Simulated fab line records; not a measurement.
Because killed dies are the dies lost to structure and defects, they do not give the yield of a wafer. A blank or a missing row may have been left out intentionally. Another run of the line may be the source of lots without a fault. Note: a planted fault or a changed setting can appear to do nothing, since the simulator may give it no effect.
Matching of chambers -- flow nandHarc -- rieDiel-11 running NHARC_A_M0_DESCUM_14: 4 sister chambers
The step chemistry O2, time 3 s. 18 wafers are shown with their chamber, then 9 later ones without.

## EACH WAFER AND ITS CHAMBER
wafer,chamber,drypumpMotorCurrentA (A),throttleValvePct (%),oesProductAu (a.u.)
L075.1,1,6.0,11.307,0.986
L075.2,0,5.6,11.316,1.002
L075.3,2,5.8,11.317,0.997
L076.2,2,5.8,11.316,1.004
L076.3,3,5.8,11.319,1.016
L076.6,2,5.8,11.319,1.003
L077.1,0,5.5,11.324,0.983
L077.2,1,6.0,11.308,0.993
L077.3,2,5.8,11.324,1.003
L078.1,1,6.0,11.298,0.985
L078.4,2,5.8,11.318,1.004
L078.6,0,5.6,11.319,0.997
L080.1,2,5.8,11.323,1.002
L080.4,1,6.0,11.301,0.986
L080.5,2,5.8,11.309,1.001
L084.3,0,5.6,11.330,1.011
L084.4,1,6.0,11.305,0.998
L084.5,3,5.7,11.320,1.010

SIGNATURES, as means of the wafers listed above
reading,chamber 0,chamber 1,chamber 2,chamber 3,scatter within a chamber
drypumpMotorCurrentA,5.575,6.000,5.800,5.750,0.0299
throttleValvePct,11.32225,11.30380,11.31800,11.31950,0.00487
oesProductAu,0.99825,0.98960,1.00200,1.01300,0.00651
Rule: distance of a wafer from a chamber = root of the sum over the readings of ((wafer's reading minus chamber's mean) / reading's scatter) squared. If the next closest chamber is less than 2 further off than the closest, the wafer can't be placed; otherwise it belongs to the closest. The scatter: the root of (the sum of the squares of (reading less its chamber's mean) over the shown wafers, divided by (wafers less chambers)).

## WAFERS WITHOUT THEIR CHAMBER
wafer,drypumpMotorCurrentA (A),throttleValvePct (%),oesProductAu (a.u.)
L088.1,5.8,11.316,0.999
L088.2,6.0,11.310,0.993
L088.4,5.8,11.317,1.004
L094.1,5.8,11.319,0.998
L094.2,6.0,11.313,0.987
L094.3,5.7,11.301,0.998
L096.1,5.8,11.296,0.998
L096.4,5.9,11.298,1.001
L096.6,5.5,11.308,1.002

## WHICH CHAMBER EACH ONE RAN IN
wafer,from the rows above,in truth
L088.1,2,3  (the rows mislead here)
L088.2,1,1
L088.4,can't be placed: 2 or 3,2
L094.1,2,2
L094.2,1,1
L094.3,can't be placed: 3 or 2 or 0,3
L096.1,can't be placed: 2 or 3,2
L096.4,can't be placed: 1 or 2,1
L096.6,0,0
Placed correctly: 4 of 9. Cannot be placed on the basis of these rows: 4; the candidates contain the true chamber in 4. Wrongly placed: 1.
